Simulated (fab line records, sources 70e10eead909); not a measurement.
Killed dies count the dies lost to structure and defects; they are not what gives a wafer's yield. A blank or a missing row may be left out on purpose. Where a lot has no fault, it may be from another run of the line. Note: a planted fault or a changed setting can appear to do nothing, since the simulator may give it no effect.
A lot that was struck, set against a sound lot    flow nand-harc    20 steps out of a route of 1159
Sound: the wafers L253.2, L253.4, L253.5. Struck: wafers L258.2, L258.4, L258.6. At the end, the cause is stated.
Each step with rows lists, per side, the tool, then ch with its chambers, then its first start. Under that, the readings that differ: sound wafers    struck wafers    difference of the means    sigmas: that difference in standard deviations of wafers without a fault.
alike: readings with means less than 2 such deviations apart, plus words and numbers identical on both sides. not compared: withheld readings, readings lacking a value on some wafer, bounds such as >300 that could conceal the same value, and numbers that have no deviation in the record and whose values overlap.
A row with sigmas, a row that says differs or no value, or rows on one side alone: a step with any of these is where the two part. Numbers that don't overlap but have no deviation are shown without sigmas and don't part them. Lack of a reading on every wafer of one side parts them only where that side has two or more wafers.

first, 2 steps without rows for these wafers: NHARC_A_STAIRCASE_HARDBAKE_442 (time 140 s); NHARC_A_STAIRCASE_DESCUM_443 (chemistry O2, time 3 s).
NHARC_A_STAIRCASE_ETCH_444: etches the open film in C4F8/O2, target depth 10200 nm, time 3400 s.
  sound on rie-diel-02 ch 0,2,3, day 14 06:42; struck on rie-diel-02 ch 1,3, day 16 02:42
reading                sound              struck             difference  sigmas
oes-product-au (a.u.)  0.922 0.920 0.928  0.962 0.973 0.960  +0.042      +2
  alike: rf-fwd-power-W, rf-vpp-V
  not compared: rf-hours-counter-h
then, 7 steps without rows for these wafers: NHARC_A_STAIRCASE_STRIP_446 (strips in O2); NHARC_A_STAIRCASE_STRIP_447 (strips in SPM, time 900 s); NHARC_A_STAIRCASE_PRECLEAN_448 (cleans in SC1); NHARC_A_STAIRCASE_SRD_449; NHARC_A_STAIRCASE_CMP_450 (polishes SiO2, target thk 200 nm); NHARC_A_STAIRCASE_CMP_152 (polishes); NHARC_A_STAIRCASE_SRD_154.
NHARC_A_STAIRCASE_ETCH_403: etches SiO2 in dHF, target depth 108.2 nm.
  sound on wet-bench-07 ch 0,6,7, day 14 09:45; struck on wet-bench-07 ch 4,6,7, day 16 06:35
NHARC_A_STAIRCASE_ETCHBACK_422: etches the open film in CH3F/O2, target depth 40 nm, time 74.286 s.
  sound on rie-diel-02 ch 0,2, day 14 09:55; struck on rie-diel-05 ch 0,1, day 16 06:43
  alike: drypump-motor-current-A, oes-product-au, rf-fwd-power-W, rf-vpp-V, showerhead-plenum-p-Torr, throttle-valve-pct
  not compared: rf-hours-counter-h
then, 1 step without rows for these wafers: NHARC_A_STAIRCASE_ETCH_423 (etches SiO2 in dHF, target depth 30 nm).
NHARC_A_STAIRCASE_ETCHBACK_157: etches the open film in CH3F/O2, target depth 90 nm, time 167.14 s.
  sound on rie-diel-02 ch 2,3, day 14 10:15; struck on rie-diel-02 ch 1,2,3, day 16 07:07
  alike: drypump-motor-current-A, oes-product-au, rf-fwd-power-W, rf-vpp-V, showerhead-plenum-p-Torr, throttle-valve-pct
  not compared: rf-hours-counter-h
then, 1 step without rows for these wafers: NHARC_A_STAIRCASE_STRIP_475 (strips in O2, time 20 s).
NHARC_A_STAIRCASE_DEP_471: deposits SiO2, target thk 100 nm.
  sound on pecvd-04 ch 0,1,2, day 14 10:34; struck on pecvd-02 ch 0,1, day 16 07:25
  alike: heater-power-w, rf-fwd-power-W, throttle-valve-pct
NHARC_A_STAIRCASE_CMP_472: polishes SiO2.
  sound on cmp-02 ch 0,2,3, day 14 10:50; struck on cmp-02 ch 0,1,3, day 16 07:40
  alike: motor-current-A
then, 1 step without rows for these wafers: NHARC_A_STAIRCASE_SRD_474.
NHARC_A_STAIRCASE_INSPECT_155:
  sound on defect-inspect-02, day 14 11:09; struck on defect-inspect-02, day 16 07:59
  alike: raw-defect-count
-- the record jumps here: 5 days lie between the struck wafers' starts before and after (it left off in module A_STAIRCASE and takes up again in module END, whose first step shown is number 1159 of the route) --
NHARC_END_SORT_01:
  here the record holds rows for the struck wafers (prober-01 ch 0, day 21 18:39) but none for the sound ones

## WHERE THEY PART
First at NHARC_A_STAIRCASE_ETCH_444; last, within this record, at NHARC_END_SORT_01.

WHY: what had been put in by the simulator
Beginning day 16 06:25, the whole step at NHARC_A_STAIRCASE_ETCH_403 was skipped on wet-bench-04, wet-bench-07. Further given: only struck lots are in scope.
